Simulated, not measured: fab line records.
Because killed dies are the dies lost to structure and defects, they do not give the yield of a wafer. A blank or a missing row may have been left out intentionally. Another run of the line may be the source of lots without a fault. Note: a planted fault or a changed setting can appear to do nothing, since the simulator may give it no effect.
fab line records	flow nand_harc
record: lots: 24	wafers: 72	last_day: 24
route steps=1159 shown P_STI@87 P_GATE@131
lots with no fault: from the same line, run without faults
start_h: start of the lot's first displayed wafer, in hours after the record's first day	wait_h: how many hours have passed since the lot's step before this one	" unchanged from the row above	L1.1+2: a row that stands for several wafers	- no value present, or no start provided	* or withheld: withheld	< > ~ a bound
route shown NAME@n: names a module that has steps shown in the file, with the first one's number in the route	usual: mean and standard deviation over wafers with no fault	same: alike in all rows	chamber/n: place in a boat	sites: the reading at each site	_std_site: the standard deviation of these	_edge_site: mean of outer sites minus mean of inner sites	radius_mm: for every site, how far away it sits from the centre of the wafer	mask NAME#n: copy n	behind: tool/chamber where the wafer was last shaped	hold: the reason the lot was held/the length of the hold in hours/how it ended	device: the n, p or np transistor that did not switch	end of line: the tests these same wafers got at the end of their route	step lacking rows: just its recipe	killed: at the first sort, the dies lost to defects and structure; wafer yield is something else	map: per-die view of a wafer (x killed, . not killed, _ where there is no die)
set.NAME: the setting the step ran with; set.NAME@STEP: the setting that earlier step ran with	model.NAME: the simulator's own value behind a step, which no gauge read
the route's steps for a sample of lots (tables are steps, rows are wafers)
services: when a tool's chamber went out of use (start_h, in hours from the record's first day, below 0 if earlier), for how many hours, and the reason
== steps ==
step: NHARC_P_STI_DESCUM_14
recipe: time_s: 3	o2_flow_sccm: 200	ar_flow_sccm: 0	bias_power_w: 0	chemistry: O2
usual: drypump_motor_current_A: 5.5/0.53	oes_product_au: 1.001/0.0095	rf_vpp_V: 57.9/0.87	showerhead_plenum_p_Torr: 1.95/0.082	throttle_valve_pct: 11.310/0.009
lot.wafer	tool	chamber	start_h	wait_h	drypump_motor_current_A	oes_product_au	rf_hours_counter_h	rf_vpp_V	showerhead_plenum_p_Torr	throttle_valve_pct
L074.4	rie_diel-11	3	37.87	-	5.8	1.018	0.8	57.4	1.85	11.304
L074.3	"	1	"	"	4.9	0.997	0.8	57.7	1.82	11.295
L074.5	"	3	"	"	5.8	1.019	-	57.2	1.85	11.308
L075.3	rie_diel-05	3	38.04	-	4.9	0.994	0.9	58.4	2.06	11.317
L075.2	"	1	"	"	4.8	1.006	1.0	57.4	1.98	11.321
L075.6	"	2	"	"	6.2	0.995	-	55.6	1.88	11.321
L076.4	rie_diel-05	2	49.07	-	6.3	1.000	1.2	58.2	1.88	11.323
L076.3	"	3	"	"	4.9	0.994	1.3	59.3	2.06	11.321
L076.2	"	1	"	"	4.8	1.017	1.4	58.1	1.98	11.330
L077.4	rie_diel-11	0	53.97	-	5.0	1.013	2.2	59.7	2.04	11.311
L077.2	"	1	"	"	4.9	0.999	2.0	57.9	1.82	11.303
L077.5	"	3	"	"	5.8	1.014	-	57.3	1.85	11.304
L078.1	rie_diel-01	0	60.38	-	5.6	0.987	3.2	58.8	2.00	11.316
L078.2	"	1	"	"	5.2	0.992	3.4	59.1	1.98	11.321
L078.6	"	2	"	"	6.1	0.979	-	57.5	1.97	11.306
L079.2	rie_diel-05	3	68.59	-	4.9	0.993	1.8	58.1	2.06	11.315
L079.1	"	0	"	"	6.0	1.005	2.2	56.6	1.89	11.309
L079.5	"	3	"	"	4.9	1.002	-	58.4	2.06	11.303
L080.3	rie_diel-01	0	68.75	-	5.6	0.995	3.6	57.8	2.00	11.297
L080.1	"	1	"	"	5.2	1.005	3.8	58.2	1.98	11.312
L080.6	"	2	"	"	6.1	0.984	-	58.1	1.97	11.314
L081.1	rie_diel-05	2	77.69	-	6.3	1.012	1.4	57.0	1.88	11.304
L081.2	"	3	"	"	4.9	1.009	2.0	58.6	2.06	11.303
L081.4	"	1	"	"	4.8	1.006	2.4	57.7	1.98	11.318
L082.4	rie_diel-05	0	83.06	-	5.9	1.020	2.5	58.7	1.89	11.309
L082.1	"	2	"	"	6.3	0.997	1.5	57.9	1.88	11.301
L082.5	"	0	"	"	5.9	1.002	-	58.0	1.89	11.325
L083.3	rie_diel-01	2	89.79	-	6.1	0.988	4.4	59.0	1.97	11.310
L083.2	"	3	"	"	6.3	1.003	4.6	57.4	2.02	11.299
L083.6	"	1	"	"	5.2	0.991	-	59.2	1.98	11.315
L084.1	rie_diel-01	2	98.53	-	6.1	0.995	4.8	57.0	1.97	11.300
L084.2	"	0	"	"	5.6	0.984	4.5	57.1	2.00	11.320
L084.5	"	0	"	"	5.6	0.996	-	57.5	2.00	11.309
L085.2	rie_diel-11	3	98.70	-	5.7	1.008	4.4	59.2	1.85	11.311
L085.4	"	2	"	"	5.4	0.990	2.8	58.0	1.82	11.325
L085.5	"	0	"	"	5.1	0.988	-	58.1	2.04	11.311
L086.2	rie_diel-01	3	108.53	-	6.3	0.998	4.8	57.4	2.02	11.302
L086.6	"	1	"	"	5.2	1.000	-	57.7	1.98	11.309
L086.5	"	2	"	"	6.1	0.984	-	58.1	1.97	11.315
L087.1	rie_diel-05	3	112.76	-	4.9	1.002	3.2	57.4	2.06	11.308
L087.4	"	0	"	"	5.9	1.006	3.4	56.8	1.89	11.308
L087.2	"	1	"	"	4.8	1.004	3.4	57.1	1.98	11.279
L088.3	rie_diel-01	2	120.68	-	6.1	0.984	5.8	58.4	1.97	11.321
L088.4	"	3	"	"	6.2	1.002	5.5	59.1	2.02	11.300
L088.5	"	1	"	"	5.2	0.999	-	57.3	1.98	11.312
L090.3	rie_diel-11	0	128.57	-	5.0	1.000	6.3	57.3	2.04	11.307
L090.1	"	3	"	"	5.8	1.009	6.0	56.5	1.85	11.310
L090.5	"	0	"	"	5.0	1.007	-	59.1	2.04	11.313
L089.2	rie_diel-05	0	128.75	-	5.9	1.004	3.8	57.9	1.89	11.298
L089.4	"	1	"	"	4.8	1.007	3.7	57.9	1.98	11.311
L089.6	"	2	"	"	6.2	1.012	-	57.5	1.88	11.317
L091.2	rie_diel-01	3	136.92	-	6.2	0.999	6.2	59.2	2.02	11.313
L091.1	"	1	"	"	5.2	0.999	5.9	59.4	1.98	11.314
L091.5	"	3	"	"	6.2	1.005	-	58.6	2.02	11.322
L092.3	rie_diel-11	2	143.04	-	5.4	1.001	5.7	57.6	1.82	11.312
L092.2	"	3	"	"	5.8	1.013	7.5	57.0	1.85	11.319
L092.6	"	1	"	"	4.9	1.007	-	58.6	1.81	11.316
L093.4	rie_diel-01	3	151.27	-	6.3	0.986	0.2	57.2	2.02	11.325
L093.1	"	0	"	"	5.6	0.990	0.2	57.8	2.00	11.319
L093.2	"	1	"	"	5.2	0.997	0.1	58.7	1.98	11.319
L094.1	rie_diel-11	3	155.37	-	5.8	1.012	8.0	56.7	1.85	11.304
L094.3	"	0	"	"	5.0	1.009	8.4	57.7	2.04	11.308
L094.6	"	2	"	"	5.4	1.002	-	55.8	1.82	11.309
L095.4	rie_diel-05	0	161.23	-	5.9	1.004	4.4	57.3	1.89	11.314
L095.2	"	2	"	"	6.3	1.018	3.5	57.1	1.88	11.304
L095.6	"	3	"	"	4.9	1.004	-	59.4	2.06	11.305
L096.4	rie_diel-01	3	168.22	-	6.2	1.010	1.0	57.2	2.02	11.307
L096.2	"	0	"	"	5.6	0.996	0.9	58.4	2.00	11.301
L096.5	"	1	"	"	5.2	0.994	-	56.8	1.98	11.310
L097.3	rie_diel-11	0	173.06	-	5.1	1.003	9.3	59.0	2.04	11.299
L097.4	"	0	"	"	5.1	0.995	-	58.2	2.04	11.310
L097.5	"	1	"	"	4.9	1.011	-	56.6	1.81	11.303
step: NHARC_P_GATE_HM_DEP_102
recipe: target_thk_a: 1200	temp_c: 400	material: aC
usual: throttle_valve_pct: 35.000/0.0084
lot.wafer	tool	chamber	start_h	wait_h	throttle_valve_pct
L075.2	acl_dep-02	0	88.46	2.0	34.996
L075.3	"	0	"	"	35.005
L075.6	"	0	"	"	34.995
L074.3	acl_dep-01	0	88.99	2.5	35.004
L074.4	"	0	"	"	35.010
L074.5	"	0	"	"	35.001
L077.2	acl_dep-01	0	99.25	0.5	34.999
L077.4	"	0	"	"	35.003
L077.5	"	0	"	"	35.003
L076.2	acl_dep-02	0	99.25	0.5	35.007
L076.3	"	0	"	"	35.009
L076.4	"	0	"	"	34.992
L080.1	acl_dep-02	0	118.29	3.6	34.991
L080.3	"	0	"	"	35.003
L080.6	"	0	"	"	34.983
L079.1	acl_dep-02	0	118.93	4.3	35.005
L079.2	"	0	"	"	35.001
L079.5	"	0	"	"	35.008
L078.1	acl_dep-03	0	119.05	4.4	34.998
L078.2	"	0	"	"	34.998
L078.6	"	0	"	"	34.997
L081.1	acl_dep-02	0	130.76	0.4	35.007
L081.2	"	0	"	"	34.995
L081.4	"	0	"	"	35.011
L082.1	acl_dep-02	0	135.39	0.4	35.003
L082.4	"	0	"	"	35.017
L082.5	"	0	"	"	34.989
L083.2	acl_dep-02	0	136.14	1.1	34.997
L083.3	"	0	"	"	35.007
L083.6	"	0	"	"	34.993
L084.1	acl_dep-01	0	151.49	0.4	34.999
L084.2	"	0	"	"	34.993
L084.5	"	0	"	"	35.008
L085.2	acl_dep-03	0	152.03	0.9	34.997
L085.4	"	0	"	"	35.001
L085.5	"	0	"	"	34.996
L086.2	acl_dep-01	0	162.51	0.5	35.002
L086.5	"	0	"	"	34.996
L086.6	"	0	"	"	34.989
L087.1	acl_dep-01	0	163.05	1.0	35.008
L087.2	"	0	"	"	35.001
L087.4	"	0	"	"	34.993
L088.3	acl_dep-02	0	163.44	1.4	34.979
L088.4	"	0	"	"	35.008
L088.5	"	0	"	"	34.998
L090.1	acl_dep-02	0	181.25	2.6	34.997
L090.3	"	0	"	"	34.991
L090.5	"	0	"	"	35.002
L089.2	acl_dep-01	0	181.60	2.9	34.994
L089.4	"	0	"	"	35.011
L089.6	"	0	"	"	34.990
L091.1	acl_dep-01	0	189.80	0.4	34.995
L091.2	"	0	"	"	34.992
L091.5	"	0	"	"	34.996
L092.2	acl_dep-03	0	196.15	0.5	35.010
L092.3	"	0	"	"	35.017
L092.6	"	0	"	"	35.007
L094.1	acl_dep-02	0	204.83	1.0	34.989
L094.3	"	0	"	"	35.004
L094.6	"	0	"	"	35.014
L093.1	acl_dep-03	0	205.39	1.5	34.997
L093.2	"	0	"	"	34.998
L093.4	"	0	"	"	35.007
L095.2	acl_dep-02	0	214.29	0.7	35.010
L095.4	"	0	"	"	34.992
L095.6	"	0	"	"	34.982
L096.2	acl_dep-03	0	218.46	0.5	35.000
L096.4	"	0	"	"	34.997
L096.5	"	0	"	"	35.002
L097.3	acl_dep-01	0	229.28	1.2	34.996
L097.4	"	0	"	"	34.998
L097.5	"	0	"	"	35.011
step: NHARC_P_GATE_ETCH_104
recipe: target_depth_a: 600	time_s: withheld	cf4_flow_sccm: 100	chf3_flow_sccm: 30	ar_flow_sccm: 0	rf_w: 500	bias_w: 200	chemistry: CF4/CHF3
usual: drypump_motor_current_A: 5.9/0.4	oes_product_au: 0.942/0.021	rf_vpp_V: 369.8/1.5	showerhead_plenum_p_Torr: 1.55/0.038	throttle_valve_pct: 16.803/0.0085
lot.wafer	tool	chamber	start_h	wait_h	drypump_motor_current_A	oes_product_au	rf_vpp_V	showerhead_plenum_p_Torr	throttle_valve_pct
L075.2	rie_diel-03	0	90.06	0.1	6.5	0.943	370.0	1.49	16.791
L075.3	"	3	"	"	5.2	0.936	370.9	1.56	16.816
L075.6	"	0	"	"	6.5	0.942	368.7	1.49	16.794
L074.3	rie_diel-06	0	90.41	0.1	5.9	0.951	368.3	1.54	16.803
L074.4	"	2	"	"	6.5	0.904	369.8	1.56	16.797
L074.5	"	0	"	"	5.9	0.946	369.8	1.54	16.806
L077.2	rie_diel-06	0	101.01	0.1	5.9	0.934	369.3	1.54	16.810
L077.4	"	2	"	"	6.5	0.911	370.0	1.56	16.794
L077.5	"	0	"	"	5.9	0.926	370.2	1.54	16.813
L076.4	rie_diel-03	2	101.25	0.1	5.6	0.953	369.8	1.51	16.808
L076.2	"	3	"	"	5.3	0.952	369.9	1.56	16.803
L076.3	"	0	"	"	6.5	0.938	368.3	1.49	16.809
L080.1	rie_diel-03	3	119.77	0.1	5.2	0.932	369.2	1.56	16.803
L080.3	"	0	"	"	6.5	0.924	366.7	1.49	16.832
L080.6	"	0	"	"	6.5	0.915	368.5	1.49	16.807
L079.2	rie_diel-03	2	120.58	0.1	5.5	0.973	368.9	1.51	16.807
L079.1	"	0	"	"	6.5	0.954	367.6	1.49	16.791
L079.5	"	1	"	"	6.0	0.932	370.6	1.53	16.795
L078.2	rie_diel-08	1	120.72	0.1	5.9	0.975	368.2	1.54	16.804
L078.1	"	0	"	"	6.2	0.964	368.2	1.50	16.803
L078.6	"	2	"	"	6.5	0.960	372.9	1.61	16.801
L081.4	rie_diel-03	3	132.27	0.1	5.3	0.984	370.4	1.55	16.789
L081.2	"	1	"	"	6.0	0.958	369.1	1.53	16.809
L081.1	"	2	"	"	5.6	0.993	368.1	1.51	16.794
L082.1	rie_diel-03	1	137.05	0.1	6.0	0.977	370.2	1.53	16.801
L082.4	"	2	"	"	5.6	0.999	368.9	1.50	16.791
L082.5	"	0	"	"	6.5	0.969	369.0	1.49	16.797
L083.2	rie_diel-08	2	137.67	0.1	6.4	0.965	372.2	1.61	16.814
L083.3	"	0	"	"	6.2	0.980	368.5	1.50	16.806
L083.6	"	3	"	"	5.5	0.969	369.9	1.54	16.802
L084.2	rie_diel-06	0	153.05	0.1	5.9	0.928	369.3	1.54	16.798
L084.1	"	1	"	"	5.7	0.933	369.1	1.56	16.794
L084.5	"	2	"	"	6.5	0.910	371.5	1.56	16.811
L085.4	rie_diel-06	1	153.54	0.1	5.7	0.931	369.9	1.56	16.802
L085.2	"	3	"	"	5.6	0.935	372.4	1.61	16.798
L085.5	"	1	"	"	5.7	0.937	372.1	1.56	16.803
L086.2	rie_diel-06	3	164.02	0.1	5.7	0.918	370.9	1.61	16.805
L086.6	"	3	"	"	5.7	0.923	373.1	1.61	16.804
L086.5	"	0	"	"	6.0	0.939	369.2	1.54	16.826
L087.1	rie_diel-06	2	164.66	0.1	6.5	0.954	370.0	1.56	16.808
L087.4	"	3	"	"	5.6	0.968	370.0	1.61	16.812
L087.2	"	0	"	"	5.9	0.964	369.5	1.54	16.792
L088.4	rie_diel-06	3	164.95	0.1	5.7	0.918	371.8	1.61	16.798
L088.3	"	0	"	"	5.9	0.928	369.8	1.54	16.809
L088.5	"	3	"	"	5.7	0.915	371.2	1.61	16.809
L090.1	rie_diel-06	1	182.79	0.1	5.7	0.941	370.6	1.56	16.804
L090.3	"	2	"	"	6.5	0.942	370.6	1.56	16.800
L090.5	"	3	"	"	5.7	0.944	370.5	1.61	16.794
L089.2	rie_diel-03	2	183.26	0.2	5.6	0.927	368.5	1.50	16.801
L089.4	"	3	"	"	5.3	0.926	370.8	1.55	16.808
L089.6	"	2	"	"	5.6	0.935	368.4	1.50	16.796
L091.2	rie_diel-08	3	191.42	0.1	5.5	0.949	370.6	1.54	16.815
L091.1	"	0	"	"	6.3	0.951	367.2	1.50	16.803
L091.5	"	3	"	"	5.5	0.952	369.1	1.54	16.787
L092.3	rie_diel-03	3	197.70	0.1	5.3	0.954	368.6	1.55	16.812
L092.2	"	1	"	"	6.0	0.959	367.3	1.52	16.791
L092.6	"	0	"	"	6.5	0.961	367.3	1.48	16.805
L094.1	rie_diel-08	0	206.89	0.4	6.2	0.920	369.3	1.49	16.798
L094.3	"	1	"	"	5.9	0.933	369.2	1.53	16.796
L094.6	"	3	"	"	5.5	0.915	370.0	1.54	16.809
L093.2	rie_diel-06	1	207.14	0.1	5.7	0.927	369.9	1.56	16.811
L093.1	"	3	"	"	5.6	0.917	371.7	1.61	16.799
L093.4	"	1	"	"	5.7	0.932	368.3	1.56	16.805
L095.4	rie_diel-06	2	216.07	0.3	6.5	0.957	370.9	1.56	16.807
L095.2	"	3	"	"	5.7	0.943	371.8	1.61	16.824
L095.6	"	2	"	"	6.5	0.953	369.1	1.56	16.810
L096.2	rie_diel-08	2	220.32	0.3	6.4	0.938	370.6	1.61	16.799
L096.4	"	1	"	"	5.9	0.947	369.3	1.53	16.784
L096.5	"	2	"	"	6.4	0.935	371.0	1.61	16.810
L097.4	rie_diel-06	0	230.71	0.1	6.0	0.934	369.5	1.53	16.821
L097.3	"	2	"	"	6.5	0.919	370.7	1.55	16.799
L097.5	"	1	"	"	5.7	0.930	369.7	1.56	16.808
step: NHARC_P_GATE_ETCH_114
recipe: target_depth_a: 300	overetch_a: 30	time_s: 16.5	ion_energy_ev: 100	cf4_flow_sccm: 80	o2_flow_sccm: 20	ar_flow_sccm: 0	rf_w: 300	bias_w: 100	chemistry: CF4/O2
usual: drypump_motor_current_A: 5.9/0.4	oes_f_703_au: 1.000/0.004	oes_product_au: 1.001/0.011	rf_vpp_V: 197.3/1.1	showerhead_plenum_p_Torr: 1.31/0.032	throttle_valve_pct: 13.397/0.0091
lot.wafer	tool	chamber	start_h	wait_h	drypump_motor_current_A	oes_f_703_au	oes_product_au	rf_hours_counter_h	rf_vpp_V	showerhead_plenum_p_Torr	throttle_valve_pct
L075.2	rie_diel-03	3	-	-	5.3	0.994	1.002	15	198.1	1.32	13.399
L075.3	"	0	"	"	6.5	1.003	1.005	15	196.9	1.26	13.402
L075.6	"	2	"	"	5.5	0.998	1.025	-	195.9	1.28	13.404
L074.3	rie_diel-06	0	-	-	6.0	1.000	1.020	4	198.4	1.30	13.411
L074.4	"	2	"	"	6.6	1.003	0.982	2	196.7	1.32	13.383
L074.5	"	3	"	"	5.7	1.004	1.000	-	197.4	1.37	13.394
L077.4	rie_diel-06	0	-	-	5.9	0.995	1.009	6	197.0	1.30	13.393
L077.2	"	1	"	"	5.7	0.998	1.019	6	197.4	1.33	13.399
L077.5	"	1	"	"	5.7	0.997	1.010	-	197.4	1.33	13.391
L076.3	rie_diel-03	3	-	-	5.3	1.001	1.013	18	197.5	1.32	13.404
L076.4	"	0	"	"	6.5	1.000	1.006	18	195.9	1.26	13.392
L076.2	"	2	"	"	5.5	1.001	1.022	16	196.7	1.28	13.391
L080.1	rie_diel-03	0	-	-	6.5	0.997	0.991	22	195.1	1.26	13.396
L080.3	"	1	"	"	6.0	1.002	0.992	20	196.8	1.29	13.398
L080.6	"	3	"	"	5.3	1.008	1.000	-	197.4	1.32	13.398
L078.2	rie_diel-08	1	-	-	5.9	0.996	1.010	62	196.4	1.30	13.390
L078.1	"	2	"	"	6.4	0.998	0.995	65	198.0	1.37	13.403
L078.6	"	1	"	"	5.9	0.996	1.000	-	197.9	1.30	13.406
L079.2	rie_diel-03	2	-	-	5.6	1.011	1.008	19	195.3	1.28	13.408
L079.1	"	0	"	"	6.5	1.003	1.002	23	196.7	1.26	13.388
L079.5	"	2	"	"	5.6	0.992	1.021	-	197.3	1.28	13.387
L081.1	rie_diel-03	2	-	-	5.6	1.009	1.016	27	197.2	1.27	13.399
L081.4	"	3	"	"	5.2	1.001	1.007	31	197.6	1.32	13.401
L081.2	"	1	"	"	6.0	1.005	0.997	27	197.7	1.29	13.402
L082.1	rie_diel-03	0	-	-	6.5	0.995	1.012	32	196.9	1.26	13.381
L082.4	"	1	"	"	6.0	0.997	1.003	29	198.6	1.29	13.389
L082.5	"	2	"	"	5.6	1.002	1.025	-	197.5	1.27	13.398
L083.2	rie_diel-08	0	-	-	6.2	0.998	0.990	2	195.8	1.27	13.395
L083.3	"	2	"	"	6.4	1.004	1.002	2	198.6	1.37	13.394
L083.6	"	0	"	"	6.2	0.994	0.992	-	195.8	1.27	13.393
L084.2	rie_diel-06	3	-	-	5.7	0.999	1.010	14	197.8	1.37	13.412
L084.1	"	1	"	"	5.7	0.998	1.016	12	197.4	1.33	13.389
L084.5	"	3	"	"	5.6	0.993	1.004	-	197.9	1.37	13.383
L085.4	rie_diel-06	0	-	-	5.9	0.997	1.001	15	196.3	1.30	13.391
L085.2	"	2	"	"	6.5	1.006	0.980	13	197.7	1.32	13.407
L085.5	"	0	"	"	6.0	0.995	1.013	-	196.6	1.30	13.403
L086.2	rie_diel-06	0	-	-	6.0	1.007	0.999	17	197.6	1.30	13.412
L086.5	"	1	"	"	5.6	1.004	1.009	-	198.7	1.33	13.401
L086.6	"	2	"	"	6.5	1.001	0.987	-	197.9	1.32	13.376
L087.1	rie_diel-06	0	-	-	6.0	1.005	1.022	17	198.5	1.30	13.394
L087.2	"	2	"	"	6.6	1.001	0.992	16	197.2	1.32	13.404
L087.4	"	3	"	"	5.7	1.005	0.998	16	198.6	1.37	13.382
L088.4	rie_diel-06	0	-	-	5.9	0.997	1.002	17	196.8	1.30	13.408
L088.3	"	1	"	"	5.7	1.002	1.005	15	196.8	1.33	13.399
L088.5	"	0	"	"	5.9	0.998	1.008	-	197.9	1.30	13.421
L090.1	rie_diel-06	3	-	-	5.7	1.005	0.980	20	199.0	1.37	13.391
L090.3	"	2	"	"	6.5	1.001	0.992	19	198.0	1.32	13.397
L090.5	"	3	"	"	5.7	0.997	0.994	-	198.0	1.37	13.378
L089.2	rie_diel-03	1	-	-	6.0	0.997	0.994	45	197.4	1.29	13.404
L089.4	"	3	"	"	5.3	0.999	1.010	51	195.8	1.31	13.400
L089.6	"	2	"	"	5.6	0.997	1.024	-	197.6	1.27	13.398
L091.1	rie_diel-08	0	-	-	6.2	1.002	0.978	18	196.2	1.27	13.386
L091.2	"	1	"	"	5.9	0.997	1.005	17	196.9	1.30	13.404
L091.5	"	0	"	"	6.3	1.002	0.977	-	196.9	1.27	13.391
L092.3	rie_diel-03	3	-	-	5.3	0.992	0.997	56	197.0	1.31	13.393
L092.2	"	0	"	"	6.5	0.996	1.005	56	196.0	1.26	13.400
L092.6	"	3	"	"	5.2	0.999	1.000	-	197.8	1.31	13.400
L093.2	rie_diel-06	3	-	-	5.7	0.998	0.991	26	199.9	1.37	13.391
L093.1	"	1	"	"	5.7	1.004	1.004	24	198.5	1.32	13.405
L093.4	"	3	"	"	5.7	0.997	0.991	-	197.1	1.37	13.392
L094.3	rie_diel-08	0	-	-	6.2	1.001	0.993	26	196.8	1.27	13.405
L094.1	"	2	"	"	6.4	1.000	0.995	29	198.0	1.36	13.401
L094.6	"	3	"	"	5.5	1.000	0.989	-	196.8	1.30	13.406
L095.4	rie_diel-06	0	-	-	5.9	1.003	1.004	25	198.4	1.30	13.402
L095.2	"	2	"	"	6.5	1.001	0.994	26	197.6	1.32	13.402
L095.6	"	1	"	"	5.7	1.000	1.004	-	196.1	1.32	13.391
L096.4	rie_diel-08	0	-	-	6.3	0.997	0.996	32	194.8	1.26	13.393
L096.2	"	1	"	"	5.9	0.998	1.000	32	198.0	1.30	13.395
L096.5	"	0	"	"	6.2	0.998	0.985	-	196.7	1.26	13.407
L097.4	rie_diel-06	1	-	-	5.6	1.005	1.008	28	198.2	1.32	13.384
L097.3	"	2	"	"	6.5	1.001	0.999	28	197.8	1.32	13.383
L097.5	"	0	"	"	5.9	0.999	1.000	-	198.4	1.30	13.398
step: NHARC_P_GATE_CD_MEAS_33
usual: cd_nm: 120.1/2.5
lot.wafer	tool	chamber	start_h	wait_h	cd_nm
L075.2	cd_sem-01	-	90.97	-	120.0
L075.3	"	-	"	"	123.0
L075.6	"	-	"	"	120.5
L074.3	cd_sem-02	-	91.27	-	119.0
L074.4	"	-	"	"	118.2
L074.5	"	-	"	"	119.7
L077.2	cd_sem-01	-	101.82	0.1	118.3
L077.4	"	-	"	"	124.7
L077.5	"	-	"	"	127.2
L076.2	cd_sem-01	-	102.01	-	123.1
L076.3	"	-	"	"	122.0
L076.4	"	-	"	"	120.8
L080.1	cd_sem-01	-	120.50	-	121.4
L080.3	"	-	"	"	119.1
L080.6	"	-	"	"	117.1
L078.1	cd_sem-03	-	121.42	-	120.5
L078.2	"	-	"	"	120.5
L078.6	"	-	"	"	120.9
L079.1	cd_sem-02	-	121.96	-	122.7
L079.2	"	-	"	"	116.8
L079.5	"	-	"	"	121.0
L081.1	cd_sem-03	-	132.99	-	118.6
L081.2	"	-	"	"	115.3
L081.4	"	-	"	"	119.4
L082.1	cd_sem-03	-	137.75	-	119.7
L082.4	"	-	"	"	117.3
L082.5	"	-	"	"	114.5
L083.2	cd_sem-02	-	138.40	-	119.4
L083.3	"	-	"	"	119.0
L083.6	"	-	"	"	119.7
L084.1	cd_sem-02	-	153.75	-	121.4
L084.2	"	-	"	"	119.1
L084.5	"	-	"	"	119.4
L085.2	cd_sem-02	-	154.32	-	121.9
L085.4	"	-	"	"	121.6
L085.5	"	-	"	"	120.1
L086.2	cd_sem-01	-	164.76	-	115.4
L086.5	"	-	"	"	117.9
L086.6	"	-	"	"	122.4
L087.1	cd_sem-02	-	165.39	-	127.1
L087.2	"	-	"	"	120.1
L087.4	"	-	"	"	121.3
L088.3	cd_sem-03	-	165.73	-	120.0
L088.4	"	-	"	"	118.2
L088.5	"	-	"	"	116.1
L090.1	cd_sem-02	-	183.49	-	119.0
L090.3	"	-	"	"	117.4
L090.5	"	-	"	"	120.5
L089.2	cd_sem-03	-	184.06	-	123.1
L089.4	"	-	"	"	118.2
L089.6	"	-	"	"	119.3
L091.1	cd_sem-02	-	192.25	-	122.3
L091.2	"	-	"	"	125.1
L091.5	"	-	"	"	121.7
L092.2	cd_sem-01	-	198.60	-	121.9
L092.3	"	-	"	"	122.8
L092.6	"	-	"	"	119.3
L093.1	cd_sem-03	-	207.95	-	116.5
L093.2	"	-	"	"	122.0
L093.4	"	-	"	"	124.7
L094.1	cd_sem-01	-	209.00	-	125.9
L094.3	"	-	"	"	119.6
L094.6	"	-	"	"	124.4
L095.2	cd_sem-02	-	217.01	-	117.3
L095.4	"	-	"	"	120.3
L095.6	"	-	"	"	118.5
L096.2	cd_sem-01	-	221.93	-	121.1
L096.4	"	-	"	"	116.9
L096.5	"	-	"	"	119.6
L097.3	cd_sem-01	-	231.43	-	120.7
L097.4	"	-	"	"	123.2
L097.5	"	-	"	"	118.6
step: NHARC_P_GATE_CD_MEAS_91
recipe: target_cd_nm: 2000	landing_energy_ev: 500
usual: cd_nm: 2000.5/1.5
lot.wafer	tool	chamber	start_h	wait_h	cd_nm
L075.2	cd_sem-02	0	107.86	-	1999.7
L075.3	"	0	"	"	1999.3
L075.6	"	0	"	"	2001.1
L074.3	cd_sem-02	0	108.22	-	2001.5
L074.4	"	0	"	"	1999.1
L074.5	"	0	"	"	2000.2
L077.2	cd_sem-03	0	116.39	-	2002.2
L077.4	"	0	"	"	2002.0
L077.5	"	0	"	"	2001.3
L076.2	cd_sem-01	0	118.59	-	1998.6
L076.3	"	0	"	"	1998.0
L076.4	"	0	"	"	1998.2
L080.1	cd_sem-01	0	135.21	-	1999.3
L080.3	"	0	"	"	1998.3
L080.6	"	0	"	"	2000.0
L078.1	cd_sem-03	0	135.84	-	2000.7
L078.2	"	0	"	"	2002.3
L078.6	"	0	"	"	2003.8
L079.1	cd_sem-02	0	136.66	-	2001.1
L079.2	"	0	"	"	2001.1
L079.5	"	0	"	"	2001.1
L081.1	cd_sem-01	0	147.40	-	1999.8
L081.2	"	0	"	"	2000.7
L081.4	"	0	"	"	1997.4
L082.1	cd_sem-02	0	152.26	-	2001.2
L082.4	"	0	"	"	2004.6
L082.5	"	0	"	"	2002.6
L083.2	cd_sem-01	0	152.81	-	1998.6
L083.3	"	0	"	"	2001.2
L083.6	"	0	"	"	1999.9
L084.1	cd_sem-02	0	168.07	-	1999.4
L084.2	"	0	"	"	2000.4
L084.5	"	0	"	"	2000.8
L085.2	cd_sem-01	0	168.53	-	2002.0
L085.4	"	0	"	"	2001.7
L085.5	"	0	"	"	2000.0
L086.2	cd_sem-01	0	179.27	-	1999.7
L086.5	"	0	"	"	1998.9
L086.6	"	0	"	"	1999.1
L087.1	cd_sem-01	0	179.87	-	1999.9
L087.2	"	0	"	"	1999.2
L087.4	"	0	"	"	2000.0
L088.3	cd_sem-01	0	180.07	-	2001.3
L088.4	"	0	"	"	1999.9
L088.5	"	0	"	"	2001.6
L090.1	cd_sem-03	0	197.78	-	2001.6
L090.3	"	0	"	"	2002.2
L090.5	"	0	"	"	2002.3
L089.2	cd_sem-03	0	198.59	-	1999.4
L089.4	"	0	"	"	2002.1
L089.6	"	0	"	"	2002.7
L091.1	cd_sem-03	0	206.65	-	2002.3
L091.2	"	0	"	"	2001.1
L091.5	"	0	"	"	1999.3
L092.2	cd_sem-01	0	213.13	-	2001.5
L092.3	"	0	"	"	1998.9
L092.6	"	0	"	"	2000.1
L093.1	cd_sem-01	0	222.33	-	2000.4
L093.2	"	0	"	"	2003.8
L093.4	"	0	"	"	2002.9
L094.1	cd_sem-01	0	225.33	-	2001.9
L094.3	"	0	"	"	2000.7
L094.6	"	0	"	"	2000.5
L095.2	cd_sem-03	0	231.40	-	2001.0
L095.4	"	0	"	"	2000.9
L095.6	"	0	"	"	1999.9
L096.2	cd_sem-03	0	236.29	-	2000.7
L096.4	"	0	"	"	2001.5
L096.5	"	0	"	"	2000.5
L097.3	cd_sem-03	0	246.45	-	1999.4
L097.4	"	0	"	"	2002.1
L097.5	"	0	"	"	2000.6
== services ==
tool	chamber	start_h	hours	kind
rie_diel-08	0	14.66	9.9	repair
rie_diel-01	-	29.30	1.0	repair
rie_diel-08	-	34.49	0.4	repair
rie_diel-03	-	38.35	9.0	pm
rie_diel-06	2	46.33	20.0	repair
rie_diel-06	1	48.91	20.1	repair
rie_diel-08	0	51.35	1.6	repair
rie_diel-06	-	64.22	9.0	pm
rie_diel-06	2	76.80	3.0	repair
rie_diel-01	3	91.63	16.4	repair
rie_diel-03	2	109.62	5.1	repair
rie_diel-01	1	110.15	6.1	repair
rie_diel-08	-	124.81	9.0	pm
rie_diel-06	1	126.16	8.0	repair
rie_diel-01	-	137.80	9.0	pm
rie_diel-01	1	152.81	12.9	repair
rie_diel-08	-	159.44	3.6	repair
acl_dep-02	-	168.25	13.0	pm
rie_diel-03	-	187.98	0.3	repair
rie_diel-06	2	192.73	4.4	repair
rie_diel-03	-	198.59	8.3	repair
rie_diel-06	0	201.17	12.3	repair
rie_diel-06	-	213.30	0.8	repair
rie_diel-03	-	215.49	9.0	pm
== key ==
fault none
